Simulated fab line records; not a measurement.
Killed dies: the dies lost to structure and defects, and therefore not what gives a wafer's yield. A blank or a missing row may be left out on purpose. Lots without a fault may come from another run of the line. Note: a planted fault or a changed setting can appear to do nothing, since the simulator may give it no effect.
What tool caused it? | flow nand harc | 13 lots with 39 wafers sampled at 5 steps, on a route of 1302 steps

## WHAT EACH GAUGE READ, for each wafer
NHARC_P_ZERO_WELL_CD_MEAS_37 targets a cd of 720 nm.
lot  | measured     | on        | cd nm (nm)
L419 | day 2 00:10  | cd sem-01 | 720.3 718.0 719.8
L420 | day 2 09:58  | cd sem-03 | 720.7 720.1 718.0
L423 | day 3 16:19  | cd sem-01 | 720.8 721.3 721.3
L425 | day 4 12:45  | cd sem-03 | 720.0 720.0 723.3
L426 | day 4 21:50  | cd sem-01 | 720.5 722.4 722.7
L428 | day 5 18:25  | cd sem-01 | 720.9 717.8 721.1
L432 | day 7 11:04  | cd sem-01 | - - -
L433 | day 7 20:09  | cd sem-02 | 720.5 719.4 719.8
L436 | day 9 02:06  | cd sem-01 | 719.0 719.8 721.2
L439 | day 10 08:25 | cd sem-03 | 719.4 717.5 719.9
L440 | day 10 18:10 | cd sem-03 | 721.1 720.4 720.6
L441 | day 11 04:10 | cd sem-03 | 721.7 722.1 718.8
L442 | day 11 14:22 | cd sem-02 | 721.5 720.1 718.7

NHARC_P_STI_CD_MEAS_09 targets a cd of 200 nm.
lot  | measured     | on        | cd nm (nm)
L419 | day 2 20:57  | cd sem-01 | 197.3 201.9 199.8
L420 | day 3 05:38  | cd sem-03 | 199.2 201.7 204.6
L423 | day 4 12:36  | cd sem-02 | 196.9 202.4 199.4
L425 | day 5 10:40  | cd sem-03 | 196.0 201.0 195.9
L426 | day 5 18:26  | cd sem-02 | 201.7 200.9 203.4
L428 | day 6 12:58  | cd sem-01 | 198.1 206.2 198.5
L433 | day 8 14:05  | cd sem-01 | 200.4 199.1 201.9
L436 | day 9 22:21  | cd sem-02 | 199.5 198.4 204.3
L439 | day 11 05:35 | cd sem-01 | 200.6 202.9 199.3
L440 | day 11 15:48 | cd sem-03 | 193.3 198.3 197.5
L441 | day 12 03:49 | cd sem-02 | 196.3 196.1 199.0
L442 | day 12 10:14 | cd sem-01 | 202.7 203.3 199.3

## TOOL THAT RAN EACH LOT (tool first, then ch and the chambers of the sampled wafers, then the start)
lot  | NHARC_P_ZERO_WELL_DESCUM_13        | NHARC_P_ZERO_WELL_DESCUM_26       | NHARC_P_ZERO_WELL_EXPOSE_34
L419 | rie diel-03 ch 0,3, day 1 21:25    | rie diel-03 ch 0,1, day 1 22:40   | krf scanner-02 ch 0, day 2 00:00
L420 | rie diel-03 ch 0,1,3, day 2 07:24  | rie diel-03 ch 0,1,2, day 2 08:37 | krf scanner-02 ch 0, day 2 09:49
L423 | rie diel-07 ch 2,3, day 3 13:24    | rie diel-07 ch 0,2,3, day 3 14:56 | krf scanner-01 ch 0, day 3 16:09
L425 | rie diel-07 ch 1,2,3, day 4 09:25  | rie diel-07 ch 0,1, day 4 11:16   | krf scanner-01 ch 0, day 4 12:35
L426 | rie diel-07 ch 2,3, day 4 19:17    | rie diel-03 ch 0,1, day 4 20:29   | krf scanner-01 ch 0, day 4 21:40
L428 | rie diel-05 ch 0,1, day 5 15:25    | rie diel-07 ch 1,2,3, day 5 16:53 | krf scanner-01 ch 0, day 5 18:16
L432 | rie diel-03 ch 1,2,3, day 7 07:29  | rie diel-07 ch 1,3, day 7 09:01   | krf scanner-02 ch 0, day 7 10:55
L433 | rie diel-05 ch 2,3, day 7 17:23    | rie diel-07 ch 0,1, day 7 18:41   | krf scanner-01 ch 0, day 7 20:00
L436 | rie diel-05 ch 1,2,3, day 8 23:25  | rie diel-07 ch 0,1, day 9 00:37   | krf scanner-03 ch 0, day 9 01:56
L439 | rie diel-07 ch 0,1,3, day 10 05:24 | rie diel-03 ch 1,2, day 10 06:52  | krf scanner-02 ch 0, day 10 08:15
L440 | rie diel-07 ch 1,2, day 10 15:16   | rie diel-03 ch 3, day 10 16:37    | krf scanner-01 ch 0, day 10 18:01
L441 | rie diel-07 ch 2,3, day 11 01:24   | rie diel-05 ch 0,2, day 11 02:40  | krf scanner-02 ch 0, day 11 04:00
L442 | rie diel-03 ch 1,3, day 11 11:26   | rie diel-03 ch 1,2, day 11 13:00  | krf scanner-02 ch 0, day 11 14:13
- NHARC_P_ZERO_WELL_DESCUM_13: chemistry O2, time 3 s.
- NHARC_P_ZERO_WELL_DESCUM_26: chemistry O2, time 3 s.
- NHARC_P_ZERO_WELL_EXPOSE_34: exposes mask P PWELL, target cd 720 nm.

## WHAT THE TOOLS THEMSELVES READ (means of the sampled wafers that have a number; where no wafer has one, the mark that the record gives instead)
NHARC_P_ZERO_WELL_DESCUM_13.
lot  | tool        | drypump motor current A (A) | o2 flow sccm (sccm) | oes product au (a.u.) | rf vpp V (V) | showerhead plenum p Torr (Torr) | throttle valve pct (%)
L419 | rie diel-03 | 6.3                         | 199.6               | 0.999                 | 57.4         | 1.81                            | 11.313
L420 | rie diel-03 | 6.2                         | 199.9               | 0.999                 | 57.1         | 1.81                            | 11.310
L423 | rie diel-07 | 6.0                         | 199.7               | 1.004                 | 57.7         | 1.95                            | 11.310
L425 | rie diel-07 | 5.9                         | 199.8               | 1.000                 | 57.3         | 1.87                            | 11.315
L426 | rie diel-07 | 5.8                         | 199.7               | 1.000                 | 57.7         | 1.88                            | 11.299
L428 | rie diel-05 | 5.2                         | 200.0               | 1.000                 | 58.3         | 1.90                            | 11.311
L432 | rie diel-03 | 6.3                         | 199.8               | 0.997                 | 57.7         | 1.88                            | 11.311
L433 | rie diel-05 | 5.6                         | 199.7               | 1.004                 | 58.4         | 1.90                            | 11.314
L436 | rie diel-05 | 5.7                         | 200.2               | 1.004                 | 57.4         | 1.85                            | 11.309
L439 | rie diel-07 | 5.9                         | 200.6               | 1.005                 | 57.7         | 1.92                            | 11.314
L440 | rie diel-07 | 5.7                         | 199.4               | 1.006                 | 57.2         | 1.79                            | 11.321
L441 | rie diel-07 | 6.0                         | 200.4               | 0.990                 | 58.4         | 1.93                            | 11.307
L442 | rie diel-03 | 6.2                         | 200.5               | 1.001                 | 57.1         | 1.78                            | 11.310

NHARC_P_ZERO_WELL_DESCUM_26.
lot  | tool        | drypump motor current A (A) | o2 flow sccm (sccm) | oes product au (a.u.) | rf vpp V (V) | showerhead plenum p Torr (Torr) | throttle valve pct (%)
L419 | rie diel-03 | 6.0                         | 200.6               | 0.995                 | 58.2         | 1.81                            | 11.319
L420 | rie diel-03 | 6.0                         | 199.9               | 0.993                 | 57.4         | 1.80                            | 11.311
L423 | rie diel-07 | 5.9                         | 200.4               | 1.004                 | 57.6         | 1.95                            | 11.315
L425 | rie diel-07 | 5.9                         | 200.3               | 0.999                 | 57.6         | 1.94                            | 11.311
L426 | rie diel-03 | 6.0                         | 200.0               | 0.991                 | 57.7         | 1.80                            | 11.314
L428 | rie diel-07 | 5.9                         | 200.4               | 0.993                 | 56.6         | 1.86                            | 11.310
L432 | rie diel-07 | 6.0                         | 199.7               | 0.991                 | 57.5         | 1.92                            | 11.309
L433 | rie diel-07 | 5.9                         | 199.9               | 0.997                 | 57.8         | 1.94                            | 11.312
L436 | rie diel-07 | 5.8                         | 199.7               | 1.003                 | 56.2         | 1.85                            | 11.320
L439 | rie diel-03 | 6.1                         | 200.2               | 1.007                 | 57.9         | 1.98                            | 11.308
L440 | rie diel-03 | 6.6                         | 199.8               | 1.003                 | 56.9         | 1.78                            | 11.319
L441 | rie diel-05 | 5.2                         | 199.7               | 0.999                 | 57.6         | 2.01                            | 11.318
L442 | rie diel-03 | 6.1                         | 199.3               | 1.004                 | 58.3         | 1.97                            | 11.306

## THE ANSWER, worked out from the rows above alone
Rule: what is usual is taken from the lots themselves. The widest of any qualifying gaps counts: lots, ordered by their means at a reading, are off when they make up no more than a third of the lots, leave a main group of 4 or more, and stand apart from it by 3 or more times the standard deviation of that group's means. A main group is skipped when, at the precision printed for the reading in the tables above, its means are all equal. A lot without any number at a reading at which 4 lots or more have one is off too. The other lots that the step has rows for count as sound. After the gauges, taken in route order, come the tools' own readings; for these a lot's mean is taken, as printed above. At the first step where some lot is off, the reading lying furthest off is the one used; lots without a number count as furthest.
Off: L432 (NHARC_P_ZERO_WELL_CD_MEAS_37, cd nm). Without a number there: L432. Mean 720.3 nm and standard deviation 0.81 in the main group.
If a tool, at a process step before that reading, ran all the lots that are off and no sound lot after the first of them, it fits. The gauges at NHARC_P_ZERO_WELL_CD_MEAS_37 are tried like those tools. Not one of the candidates tried fits.

## WHAT WAS PUT IN BY THE SIMULATOR
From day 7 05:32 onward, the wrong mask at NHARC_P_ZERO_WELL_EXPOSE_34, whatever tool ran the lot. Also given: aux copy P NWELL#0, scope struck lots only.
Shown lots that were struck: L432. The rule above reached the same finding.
